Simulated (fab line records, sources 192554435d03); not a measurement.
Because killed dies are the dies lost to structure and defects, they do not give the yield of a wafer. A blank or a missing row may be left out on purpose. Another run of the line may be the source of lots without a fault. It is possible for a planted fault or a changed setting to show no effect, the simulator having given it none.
Lot-split experiment || flow n5_finfet || route with 1938 steps; 7 lots, 21 wafers read

== THE SPLIT ==
At N5_PMOS_HMC_CHANNEL_EPI_PEB_07 (peb time 60 s), the setting peb_temp_c was moved away from the recipe's 110 C on 8 of the 21 wafers read, by -2.3% to +1.0%. For the rest of the wafers, this setting stayed at what the recipe calls for.

== THE PATH FROM SPLIT TO READING: the file shows 1 step between them ==
- N5_PMOS_HMC_CHANNEL_EPI_DEVELOP_08: develop time 30 s

== THE READING ==
cd_nm, in nm, at N5_PMOS_HMC_CHANNEL_EPI_CD_MEAS_09 (target cd 237.4 nm). Fault-free wafers of this fab line usually give 237.6 nm, standard deviation 0.96 nm.

{"wafer": "L075.1", "tool, chamber at the split": "litho_track-01, 0", "peb_temp_c as run, C": 110, "against the recipe": "recipe", "cd_nm, nm": 235.7, "against lot-mates on the recipe": "-"}
{"wafer": "L075.5", "tool, chamber at the split": "litho_track-01, 0", "peb_temp_c as run, C": 110, "against the recipe": "recipe", "cd_nm, nm": 234.7, "against lot-mates on the recipe": "-"}
{"wafer": "L075.6", "tool, chamber at the split": "litho_track-01, 0", "peb_temp_c as run, C": 107.8, "against the recipe": "-2.0%", "cd_nm, nm": 229.0, "against lot-mates on the recipe": -6.2}
{"wafer": "L076.1", "tool, chamber at the split": "litho_track-01, 0", "peb_temp_c as run, C": 110, "against the recipe": "recipe", "cd_nm, nm": 237.1, "against lot-mates on the recipe": "-"}
{"wafer": "L076.3", "tool, chamber at the split": "litho_track-01, 0", "peb_temp_c as run, C": 110, "against the recipe": "recipe", "cd_nm, nm": 237.4, "against lot-mates on the recipe": "-"}
{"wafer": "L076.6", "tool, chamber at the split": "litho_track-01, 0", "peb_temp_c as run, C": 110, "against the recipe": "recipe", "cd_nm, nm": 237.3, "against lot-mates on the recipe": "-"}
{"wafer": "L078.4", "tool, chamber at the split": "litho_track-01, 0", "peb_temp_c as run, C": 111.1, "against the recipe": "+1.0%", "cd_nm, nm": 240.5, "against lot-mates on the recipe": "+3.6"}
{"wafer": "L078.5", "tool, chamber at the split": "litho_track-01, 0", "peb_temp_c as run, C": 111.1, "against the recipe": "+1.0%", "cd_nm, nm": 239.5, "against lot-mates on the recipe": "+2.6"}
{"wafer": "L078.6", "tool, chamber at the split": "litho_track-01, 0", "peb_temp_c as run, C": 110, "against the recipe": "recipe", "cd_nm, nm": 236.9, "against lot-mates on the recipe": "-"}
{"wafer": "L081.2", "tool, chamber at the split": "litho_track-04, 0", "peb_temp_c as run, C": 110, "against the recipe": "recipe", "cd_nm, nm": 237.2, "against lot-mates on the recipe": "-"}
{"wafer": "L081.4", "tool, chamber at the split": "litho_track-04, 0", "peb_temp_c as run, C": 110, "against the recipe": "recipe", "cd_nm, nm": 237.1, "against lot-mates on the recipe": "-"}
{"wafer": "L081.5", "tool, chamber at the split": "litho_track-04, 0", "peb_temp_c as run, C": 110, "against the recipe": "recipe", "cd_nm, nm": 238.0, "against lot-mates on the recipe": "-"}
{"wafer": "L085.1", "tool, chamber at the split": "litho_track-03, 0", "peb_temp_c as run, C": 110, "against the recipe": "recipe", "cd_nm, nm": 238.1, "against lot-mates on the recipe": "-"}
{"wafer": "L085.3", "tool, chamber at the split": "litho_track-03, 0", "peb_temp_c as run, C": 111.1, "against the recipe": "+1.0%", "cd_nm, nm": 238.8, "against lot-mates on the recipe": "+1.2"}
{"wafer": "L085.5", "tool, chamber at the split": "litho_track-03, 0", "peb_temp_c as run, C": 110, "against the recipe": "recipe", "cd_nm, nm": 237.1, "against lot-mates on the recipe": "-"}
{"wafer": "L090.1", "tool, chamber at the split": "litho_track-03, 0", "peb_temp_c as run, C": 110, "against the recipe": "recipe", "cd_nm, nm": 237.9, "against lot-mates on the recipe": "-"}
{"wafer": "L090.4", "tool, chamber at the split": "litho_track-03, 0", "peb_temp_c as run, C": 107.5, "against the recipe": "-2.3%", "cd_nm, nm": 229.1, "against lot-mates on the recipe": -8.8}
{"wafer": "L090.5", "tool, chamber at the split": "litho_track-03, 0", "peb_temp_c as run, C": 107.5, "against the recipe": "-2.3%", "cd_nm, nm": 230.0, "against lot-mates on the recipe": -7.9}
{"wafer": "L095.1", "tool, chamber at the split": "litho_track-04, 0", "peb_temp_c as run, C": 108, "against the recipe": "-1.8%", "cd_nm, nm": 233.6, "against lot-mates on the recipe": -4.2}
{"wafer": "L095.2", "tool, chamber at the split": "litho_track-04, 0", "peb_temp_c as run, C": 108, "against the recipe": "-1.8%", "cd_nm, nm": 232.2, "against lot-mates on the recipe": -5.6}
{"wafer": "L095.3", "tool, chamber at the split": "litho_track-04, 0", "peb_temp_c as run, C": 110, "against the recipe": "recipe", "cd_nm, nm": 237.8, "against lot-mates on the recipe": "-"}

THE FIT
A straight line over all 21 wafers: cd_nm changes by +3.03 nm for each +1% of peb_temp_c; r = +0.95; the points scatter about the line by 1.1 nm.
The same after taking each lot's own level away (the mean of its wafers on the recipe; 21 wafers): +3.11 nm for each +1%; r = +0.97; scatter 0.76 nm.
On that fit, the largest move of peb_temp_c shifts the reading by 7.1 nm.
Across the lots, their own levels run from 235.20 to 237.90 nm, a range of 2.8 times the standard deviation given above.
Consequently the slope shifts little with the lot-to-lot level, the two slopes agreeing.
Check: for one of the wafers moved furthest among these (-2.3%), held out of the fit, the line's prediction against its lot-mates is -6.77 nm. Against them it came out at -8.8 nm.

== THE OTHER SPLITS THESE WAFERS WENT THROUGH ==
Other splits were also applied to these wafers ahead of the reading. Each is held against what the fit with the lots' levels taken away leaves over:
{"other split on the same wafers": "N5_WELL_APT_COAT_19 spin_rpm", "wafers away from the commonest value": 7, "r with cd_nm (lot level and that fit taken away)": "+0.15"}
{"other split on the same wafers": "N5_WELL_APT_EXPOSE_22 dose_mj", "wafers away from the commonest value": 11, "r with cd_nm (lot level and that fit taken away)": "+0.22"}
{"other split on the same wafers": "N5_PMOS_HMC_CHANNEL_EPI_COAT_31 spin_rpm", "wafers away from the commonest value": 7, "r with cd_nm (lot level and that fit taken away)": "+0.04"}

== THE WHOLE CHAIN: every reading that the file lists as answering this split, in the file's order ==
{"step": "N5_PMOS_HMC_CHANNEL_EPI_CD_MEAS_09", "what it does": "target cd 237.4 nm", "reading": "cd_nm", "change (the file's fit)": "+3.07 nm for each +1% of the setting", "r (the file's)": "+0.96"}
{"step": "N5_PMOS_HMC_CHANNEL_EPI_DESCUM_14", "what it does": "chemistry O2, time 7.9 s", "reading": "PMOS_HMC_CHANNEL_EPI.cd_nm (the simulator's own value, which no gauge read)", "change (the file's fit)": "+3.18 nm for each +1% of the setting", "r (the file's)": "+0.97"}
{"step": "N5_PMOS_HMC_CHANNEL_EPI_ETCH_32", "what it does": "etches BARC in N2/H2, stops on SiO2, target depth 85.8 nm, time 50.3 s", "reading": "PMOS_HMC_CHANNEL_EPI.cd_nm (the simulator's own value, which no gauge read)", "change (the file's fit)": "+2.81 nm for each +1% of the setting", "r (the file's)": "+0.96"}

== FILE'S OWN FIT ==
cd_nm changes by +3.07 nm for each +1% of peb_temp_c, r = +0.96.
